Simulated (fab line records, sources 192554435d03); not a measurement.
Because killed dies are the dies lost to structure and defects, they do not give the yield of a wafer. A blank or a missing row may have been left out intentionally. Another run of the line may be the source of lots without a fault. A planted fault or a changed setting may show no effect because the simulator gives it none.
A lot that was struck, set against a sound lot | flow n5-finfet | 15 out of 1938 route steps
Sound: wafers L968.2, L968.3, L968.6. Struck: wafers L977.4, L977.6. (L977.1 of the same lot was not struck and is left out.) The cause comes at the end.
Order at every step that has rows: each side's tool, ch and its chambers, its first start. Under that, the readings that differ: sound wafers | struck wafers | difference of the means | sigmas: that difference in standard deviations of wafers without a fault.
alike: readings with means less than 2 such deviations apart, plus words and numbers identical on both sides. not compared: withheld readings, readings lacking a value on some wafer, bounds such as >300 that could conceal the same value, and numbers that have no deviation in the record and whose values overlap.
The two part at a step that has a row with sigmas, a row that says differs or no value, or rows on one side only. Numbers that don't overlap but have no deviation are shown without sigmas and don't part them. A reading missing from all wafers of one side parts the sides only when that side holds two or more wafers.

first, 3 steps without rows for these wafers: N5_SDB_PRECLEAN_38 (cleans in dHF, time 10 s); N5_SDB_PRECLEAN_39 (cleans in O3/DIW, time 45 s); N5_SDB_SRD_28 (time 30 s).
N5_SDB_ALD_29: deposits SiNx, target thk 30 nm, pulse time 1 s, ald cycles 600.
  sound on ald-sin-03 ch 0,1,3, day 4 01:53; struck on ald-sin-02 ch 0,3, day 6 07:55
  alike: heater-power-w, precursor-pulse-height-rel
N5_SDB_CMP_30: polishes, stops on poly-Si, t overpolish 1.54 s, target thk 30 nm.
  sound on cmp-03 ch 0,1, day 4 04:38; struck on cmp-02 ch 1, day 6 10:39
  alike: motor-current-A, overpolish-run-s, time-to-endpoint-s
N5_SDB_THK_MEAS_31:
  sound on film-metro-02, day 4 04:55; struck on film-metro-02, day 6 10:56
  alike: SDB_THK
N5_SDB_INSPECT_36: inspects for defects (darkfield).
  sound on defect-inspect-02, day 4 04:57; struck on defect-inspect-01, day 6 10:58
  alike: raw-defect-count
N5_DUMMY_REMOVAL_HM_STRIP_01: strips SiNx in CH3F/O2, stops on poly-Si, target depth 4 nm, time 6.8 s.
  sound on rie-diel-02 ch 0,1, day 4 04:59; struck on rie-diel-06 ch 1,3, day 6 11:00
  reading                         | sound             | struck      | difference | sigmas
  rf-vpp-V (V)                    | 129.0 129.0 127.9 | 126.0 126.9 | -2.2       | -2
  showerhead-plenum-p-Torr (Torr) | 2.15 2.04 2.04    | 1.94 1.94   | -0.14      | -2
  alike: drypump-motor-current-A, oes-product-au, throttle-valve-pct
  not compared: rf-hours-counter-h
N5_DUMMY_REMOVAL_STRIP_10: strips in N2/H2, time 40 s.
  sound on rie-diel-02 ch 0,1, day 4 05:01; struck on rie-diel-06 ch 1,3, day 6 11:02
  alike: drypump-motor-current-A, oes-product-au, rf-vpp-V, showerhead-plenum-p-Torr, throttle-valve-pct
  not compared: rf-hours-counter-h
then, 2 steps without rows for these wafers: N5_DUMMY_REMOVAL_PRECLEAN_07 (cleans in dHF, time 30 s); N5_DUMMY_REMOVAL_DUMMY_REMOVE_02 (chemistry TMAH, target poly-Si, stops on SiO2, target depth 142 nm, time 57 s, rinse time 30 s).
N5_DUMMY_REMOVAL_INSPECT_06: inspects for defects (brightfield).
  sound on defect-inspect-02, day 4 05:11; struck on defect-inspect-01, day 6 11:12
  alike: raw-defect-count
N5_DUMMY_REMOVAL_PRECLEAN_08: cleans in NF3:NH3, afs cycles 2, time 20 s, sublimation time 60 s.
  sound on remote-plasma-02 ch 0, day 4 05:14; struck on remote-plasma-01 ch 0, day 6 11:14
  reading    | sound    | struck        | difference | sigmas
  time-s (s) | 20 20 20 | 21.914 21.914 | +1.914     |
  alike: pressure-torr
then, 1 step without rows for these wafers: N5_DUMMY_REMOVAL_PRECLEAN_04 (cleans in DHF, time 37 s).
-- record jumps: 10 days separate the struck wafers' starts on either side; left off in module DUMMY_REMOVAL, taken up again in module PASSIVATION, whose first shown step is the route's number 1936 --
N5_PASSIVATION_PROBE_49:
  sound on prober-01, day 14 12:07; struck on prober-01, day 16 07:34
  alike: killed_at_M0_to_M3, killed_at_M4_up, killed-at-contacts, killed-at-front-end, killed-at-other, killed-dies, killed-open, killed-short

## WHERE THEY PART
At N5_DUMMY_REMOVAL_HM_STRIP_01 and nowhere else, as far as this record goes. Later steps at which nothing parts them and some readings are alike: N5_DUMMY_REMOVAL_STRIP_10, N5_DUMMY_REMOVAL_INSPECT_06, N5_DUMMY_REMOVAL_PRECLEAN_08, N5_PASSIVATION_PROBE_49.

WHY: what had been put in by the simulator
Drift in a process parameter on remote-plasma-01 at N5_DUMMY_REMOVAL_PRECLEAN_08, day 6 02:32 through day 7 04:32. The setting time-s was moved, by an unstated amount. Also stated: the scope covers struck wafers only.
